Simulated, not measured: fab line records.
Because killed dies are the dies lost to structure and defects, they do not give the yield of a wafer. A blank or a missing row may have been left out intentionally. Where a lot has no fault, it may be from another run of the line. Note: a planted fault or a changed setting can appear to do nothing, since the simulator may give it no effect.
Split-lot experiment    flow n5_finfet    21 wafers read across 7 lots, on a route 1938 steps long

## ABOUT THE SPLIT
At N5_BEOL_M7_DEP_56 (deposits SiCN from 3MS/NH3, target thk 10 nm, time 17.5 s), the setting time_s was moved away from the recipe's 17.5 s on 6 of the 21 wafers read, by -12.2% to +12.9%. For the rest of the wafers, this setting stayed at what the recipe calls for.

The split's own step is where the reading is taken.

## THE READING
SiCN_of_BEOL_M7_DEP_56.thk_nm (the simulator's own value, which no gauge read), in nm, at N5_BEOL_M7_DEP_56 (deposits SiCN from 3MS/NH3, target thk 10 nm, time 17.5 s). No usual value for it is given in the file. Average 10.0 nm, standard deviation 0.19 nm, over the 15 wafers here run with the recipe.

wafer   tool, chamber at the split  time_s as run, s  against the recipe  SiCN_of_BEOL_M7_DEP_56.thk_nm, nm  against lot-mates on the recipe
L080.1  pecvd-03, 2                 16.19             -7.5%               9.2                                -0.8
L080.3  pecvd-03, 0                 17.5              recipe              9.8                                -
L080.6  pecvd-03, 2                 17.5              recipe              10.2                               -
L081.1  pecvd-02, 2                 15.47             -11.6%              8.8                                -1.3
L081.4  pecvd-02, 1                 17.5              recipe              10                                 -
L081.6  pecvd-02, 2                 17.5              recipe              10.2                               -
L083.4  pecvd-02, 2                 19.75             +12.9%              11.6                               +1.4
L083.5  pecvd-02, 1,0               17.5              recipe              10.2                               -
L083.6  pecvd-02, 1,0               17.5              recipe              10.2                               -
L082.2  pecvd-04, 1,2               16.23             -7.3%               9.4                                -0.8
L082.4  pecvd-04, 1,2               16.23             -7.3%               9.4                                -0.8
L082.5  pecvd-04, 1                 17.5              recipe              10.2                               -
L089.2  pecvd-02, 1                 17.5              recipe              9.8                                -
L089.3  pecvd-02, 0                 17.5              recipe              10                                 -
L089.4  pecvd-02, 0                 15.37             -12.2%              8.8                                -1.1
L093.1  pecvd-03, 0                 17.5              recipe              9.8                                -
L093.4  pecvd-03, 1,0               17.5              recipe              10.2                               -
L093.5  pecvd-03, 1,0               17.5              recipe              10.2                               -
L094.2  pecvd-04, 1,2,1             17.5              recipe              9.8                                -
L094.3  pecvd-04, 1,2,1             17.5              recipe              9.8                                -
L094.6  pecvd-04, 1,2,1             17.5              recipe              9.8                                -
If several chambers appear in one row, that row covers several wafers at once and the file leaves open which wafer was in which chamber.

FIT RESULTS
A straight line over all 21 wafers: SiCN_of_BEOL_M7_DEP_56.thk_nm changes by +0.107 nm for each +1% of time_s; r = +0.96; the points scatter about the line by 0.18 nm.
The same after taking each lot's own level away (the mean of its wafers on the recipe; 21 wafers): +0.105 nm for each +1%; r = +0.98; scatter 0.12 nm.
On that fit, the largest move of time_s shifts the reading by 1.4 nm.
From 9.80 to 10.20 nm: that is the span of the lots' own levels, equal to 2.2 times the standard deviation above.
Hence the lot-to-lot level has little effect on the slope; both slopes agree.
Check: for one of the wafers moved furthest among these (+12.9%), held out of the fit, the line's prediction against its lot-mates is +1.33 nm. It came out at +1.4 nm against them.

## OTHER SPLITS APPLIED TO THESE WAFERS
These wafers also went through other splits before the reading. Each is held against what the fit with the lots' levels taken away leaves over:
other split on the same wafers     wafers away from the commonest value  r with SiCN_of_BEOL_M7_DEP_56.thk_nm (lot level and that fit taken away)
N5_BEOL_M5_TRENCH_ETCH_37 bias_w   5                                     -0.04
N5_BEOL_M6_TRENCH_ETCH_37 time_s   8                                     +0.24
N5_BEOL_M7_PECVD_70 temp_c         7                                     -0.16
N5_BEOL_M7_HM_DEP_02 target_thk_a  9                                     +0.08

## THE FILE'S OWN FIT
SiCN_of_BEOL_M7_DEP_56.thk_nm changes by +0.105 nm for each +1% of time_s, r = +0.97.
